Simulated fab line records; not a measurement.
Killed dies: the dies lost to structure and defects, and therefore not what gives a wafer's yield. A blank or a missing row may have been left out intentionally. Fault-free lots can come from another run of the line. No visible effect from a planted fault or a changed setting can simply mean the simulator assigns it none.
Which of the tools did it? + flow nandHarc + Sampling: 6 lots, 18 wafers, 4 of 1302 route steps

## WHAT THE GAUGES SHOWED, per wafer
NHARC_A_WL_FILL_INSPECT_15.
| lot  | measured     | on               | rawDefectCount |
|------|--------------|------------------|----------------|
| L182 | day 21 17:41 | defectInspect-01 | 375 430 411    |
| L188 | day 24 13:14 | defectInspect-02 | 335 252 286    |
| L197 | day 27 21:01 | defectInspect-02 | 339 504 445    |
| L199 | day 29 02:35 | defectInspect-02 | 423 571 523    |
| L200 | day 30 07:20 | defectInspect-01 | 520 326 377    |
| L202 | day 31 00:56 | defectInspect-01 | 333 379 409    |

## WHAT TOOL EACH LOT RAN ON (gives the tool, then ch and the chambers of the sampled wafers, and finally the start)
| lot  | NHARC_A_SLIT_ETCH_29              | NHARC_A_WL_FILL_RTA_01          | NHARC_A_WL_FILL_ETCHBACK_17      |
|------|-----------------------------------|---------------------------------|----------------------------------|
| L182 | rieDiel-05 ch 0,1,3, day 20 16:08 | rtpAnneal-02 ch 0, day 20 23:29 | rieMetal-03 ch 0,1, day 21 11:19 |
| L188 | rieDiel-06 ch 2,3, day 23 11:46   | rtpAnneal-01 ch 0, day 23 19:25 | rieMetal-01 ch 0,1, day 24 07:01 |
| L197 | rieDiel-05 ch 1,2, day 26 19:44   | rtpAnneal-01 ch 0, day 27 02:53 | rieMetal-01 ch 0,1, day 27 14:46 |
| L199 | rieDiel-06 ch 1,2,3, day 27 23:21 | rtpAnneal-02 ch 0, day 28 08:04 | rieMetal-02 ch 0,1, day 28 20:11 |
| L200 | rieDiel-03 ch 0,1,3, day 29 03:44 | rtpAnneal-01 ch 0, day 29 13:20 | rieMetal-02 ch 1, day 30 01:00   |
| L202 | rieDiel-03 ch 1,2,3, day 29 23:22 | rtpAnneal-02 ch 0, day 30 07:52 | rieMetal-02 ch 0, day 30 18:37   |
- NHARC_A_SLIT_ETCH_29: etches the open film in CF4/O2, target depth 100 nm, overetch 10 nm, time 55 s.
- NHARC_A_WL_FILL_RTA_01: time 5 s.
- NHARC_A_WL_FILL_ETCHBACK_17: etches the open film in Cl2/BCl3, target depth 4 nm, time 26.7 s.

## THE ANSWER, worked out from the rows above alone
Rule: usual is defined by the lots themselves. The widest of any qualifying gaps counts: lots, ordered by their means at a reading, are off when they make up no more than a third of the lots, leave a main group of 4 or more, and stand apart from it by 3 or more times the standard deviation of that group's means. A main group is skipped when, at the precision printed for the reading in the tables above, its means are all equal. Also off: a lot with no number at a reading for which 4 or more lots have one. Where the step has rows for the other lots, those lots are counted as sound.
None of the lots is off at any reading shown; this tells nothing.

## WHAT HAD BEEN PUT IN BY THE SIMULATOR
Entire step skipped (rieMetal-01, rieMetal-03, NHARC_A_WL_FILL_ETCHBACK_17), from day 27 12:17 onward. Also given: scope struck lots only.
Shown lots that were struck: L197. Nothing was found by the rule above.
